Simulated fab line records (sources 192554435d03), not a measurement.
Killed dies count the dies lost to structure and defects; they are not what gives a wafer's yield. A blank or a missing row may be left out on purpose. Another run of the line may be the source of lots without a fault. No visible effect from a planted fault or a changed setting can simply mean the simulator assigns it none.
Problem report in the 8D (eight disciplines) form, filled by code / flow n5Finfet / the parts of the form that need people (team, actions taken, sign-off) are left out

## 1. WHAT WENT WRONG
Mean FIN_CUT_OVL at N5_FIN_CUT_OVL_MEAS_09: 13.5 nm over 12 wafers in 4 lots; fault-free wafers: 0.4 nm, standard deviation 0.61. Measured from the usual mean, that is +21 standard deviations.
Earliest sighting: wafer L799.2 on overlay-01 at day 5 15:50. The record holds 29 wafers of 10 lots with a number at this step. Rule for "out" (also "out of limits"): further than 4 standard deviations from the usual mean. The other wafers with a number count as sound.

## 2. WHAT IT IS AND WHAT IT IS NOT
question=which readings at this step | is=FIN_CUT_OVL | is not=-
question=which lots | is=L799, L801, L802, L803 | is not=L791, L794, L795, L796, L805, L808
question=which wafers of those lots | is=all that have a number | is not=-
question=read on which gauges | is=overlay-01, overlay-02 | is not=-
question=when | is=from day 5 15:50 | is not=up to then (12 sound wafers); but 5 sound wafers of L805, L808 came after

## 3. SUSPECTS, AND WHAT RULES EACH OUT
Counting: a tool stays on the suspect list if, at a process step up to the reading, it processed all lots that are out and no sound lot following the first of them.
- the gauge at N5_FIN_CUT_OVL_MEAS_09 has been ruled out. The wafers that are out were read on 2 gauges (overlay-01, overlay-02).
- euvScanner-01 at N5_FIN_CUT_EXPOSE_05 (exposes mask FIN CUT): kept. Every lot that is out went through it, starting with L799 (day 5 15:41), and after that it ran no sound lot; the last sound lot it ran before then is L796 (day 4 23:08).
Remaining after the count: euvScanner-01 at N5_FIN_CUT_EXPOSE_05.

## 4. THE CAUSE (what the simulator had put in)
Scanner matching overlay: euvScanner-01, from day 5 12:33 on, at N5_FIN_CUT_EXPOSE_05. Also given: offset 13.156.
The count eliminated every tool but this one.

## 5. THE CHAIN OF EFFECTS, in route order
Rows list readings where the struck wafers' mean (over those with a number) sits beyond 3 standard deviations from the usual. Scope: only readings with a usual standard deviation given in the record; hours: median across lots of the time from each lot's start at the first step in this table that gives one to its start at this step; sigmas: change in usual standard deviations.
hours=0; step=N5_FIN_CUT_OVL_MEAS_09; reading=FIN_CUT_OVL; usual=0.4 nm; on struck wafers=13.5; change=+13.1; sigmas=+21
Later measuring or inspecting steps at which every struck wafer that the step has a row for has a number for every such reading, and none has moved that far: N5_BEOL_M4_RC_MEAS_101.

## 6. HOW IT WOULD HAVE BEEN CAUGHT EARLIER
The first out-of-limits reading at a measuring or inspecting step in this record came at day 5 15:50, 3 hours after the fault's start at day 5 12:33.
Tool readings at N5_FIN_CUT_EXPOSE_05 with a usual standard deviation given in the record: none out on any struck wafer, hence no alarm at a limit of 4 standard deviations on them.
Among the 4 lots that are out, L801, L802, L803 began N5_FIN_CUT_EXPOSE_05 on euvScanner-01 after day 5 15:50. A hold on the tool at that time would have spared those 3.
